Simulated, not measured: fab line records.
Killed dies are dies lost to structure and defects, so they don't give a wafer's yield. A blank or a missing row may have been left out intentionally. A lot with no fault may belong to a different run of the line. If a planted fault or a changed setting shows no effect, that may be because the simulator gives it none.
Chamber matching + flow nandHarc + 4 sister chambers for NHARC_A_STAIRCASE_DESCUM_291 on rieDiel-02
The step chemistry O2, time 3 s. 22 wafers are shown with their chamber, then 11 later ones without.

WAFERS PAIRED WITH THEIR CHAMBERS
| wafer  | chamber | showerheadPlenumPTorr (Torr) | drypumpMotorCurrentA (A) | oesProductAu (a.u.) |
|--------|---------|------------------------------|--------------------------|---------------------|
| L075.1 | 3       | 1.98                         | 6.1                      | 0.999               |
| L075.2 | 0       | 1.85                         | 5.8                      | 0.996               |
| L075.5 | 1       | 1.82                         | 5.5                      | 0.998               |
| L076.1 | 1       | 1.81                         | 5.5                      | 0.999               |
| L076.4 | 0       | 1.85                         | 5.9                      | 1.006               |
| L076.6 | 0       | 1.85                         | 5.8                      | 1.009               |
| L077.1 | 1       | 1.81                         | 5.4                      | 0.997               |
| L077.2 | 0       | 1.85                         | 5.9                      | 0.997               |
| L077.6 | 0       | 1.85                         | 5.8                      | 0.998               |
| L079.2 | 0       | 1.85                         | 5.8                      | 1.007               |
| L079.4 | 1       | 1.81                         | 5.5                      | 0.999               |
| L079.6 | 0       | 1.84                         | 5.9                      | 1.002               |
| L081.3 | 3       | 1.97                         | 6.1                      | 0.991               |
| L081.4 | 0       | 1.84                         | 5.8                      | 0.997               |
| L081.5 | 3       | 1.97                         | 6.1                      | 0.998               |
| L081.1 | 2       | 2.06                         | 5.2                      | 1.003               |
| L081.2 | 1       | 1.81                         | 5.5                      | 0.995               |
| L081.6 | 0       | 1.84                         | 5.8                      | 1.002               |
| L083.1 | 3       | 1.97                         | 6.1                      | 1.005               |
| L083.3 | 2       | 2.06                         | 5.2                      | 1.013               |
| L083.5 | 3       | 1.97                         | 6.1                      | 0.997               |
| L090.1 | 3       | 1.97                         | 6.1                      | 0.993               |

SIGNATURES (means of the wafers above)
| reading               | chamber 0 | chamber 1 | chamber 2 | chamber 3 | scatter within a chamber |
|-----------------------|-----------|-----------|-----------|-----------|--------------------------|
| showerheadPlenumPTorr | 1.8467    | 1.8120    | 2.0600    | 1.9717    | 0.00449                  |
| drypumpMotorCurrentA  | 5.833     | 5.480     | 5.200     | 6.100     | 0.0394                   |
| oesProductAu          | 1.00156   | 0.99760   | 1.00800   | 0.99717   | 0.00455                  |
Rule: a wafer lies at a distance from a chamber equal to the root of the sum of squares, over the readings, of (its reading less the chamber's mean, divided by the reading's scatter). The wafer belongs to the nearest chamber; if the next one is less than 2 further off, it can't be placed. How the scatter is found: for the shown wafers, subtract from each reading the mean of its chamber, square and add these, divide the total by (wafers less chambers), then take the root.

WAFERS WHOSE CHAMBER IS MISSING
| wafer  | showerheadPlenumPTorr (Torr) | drypumpMotorCurrentA (A) | oesProductAu (a.u.) |
|--------|------------------------------|--------------------------|---------------------|
| L090.3 | 2.05                         | 5.2                      | 0.999               |
| L090.4 | 1.81                         | 5.5                      | 1.004               |
| L090.2 | 1.84                         | 5.8                      | 1.003               |
| L090.5 | 2.05                         | 5.2                      | 0.997               |
| L090.6 | 1.81                         | 5.5                      | 0.999               |
| L092.1 | 2.05                         | 5.2                      | 0.995               |
| L092.4 | 1.97                         | 6.1                      | 0.994               |
| L092.5 | 1.97                         | 6.1                      | 0.989               |
| L095.1 | 1.96                         | 6.1                      | 0.997               |
| L095.2 | 1.83                         | 5.8                      | 1.009               |
| L095.3 | 2.05                         | 5.2                      | 1.000               |

EACH ONE'S CHAMBER
| wafer  | from the rows above | in truth |
|--------|---------------------|----------|
| L090.3 | 2                   | 2        |
| L090.4 | 1                   | 1        |
| L090.2 | 0                   | 0        |
| L090.5 | 2                   | 2        |
| L090.6 | 1                   | 1        |
| L092.1 | 2                   | 2        |
| L092.4 | 3                   | 3        |
| L092.5 | 3                   | 3        |
| L095.1 | 3                   | 3        |
| L095.2 | 0                   | 0        |
| L095.3 | 2                   | 2        |
Correctly placed: 11 of 11. Number that these rows cannot place: 0. Placed wrongly: 0.
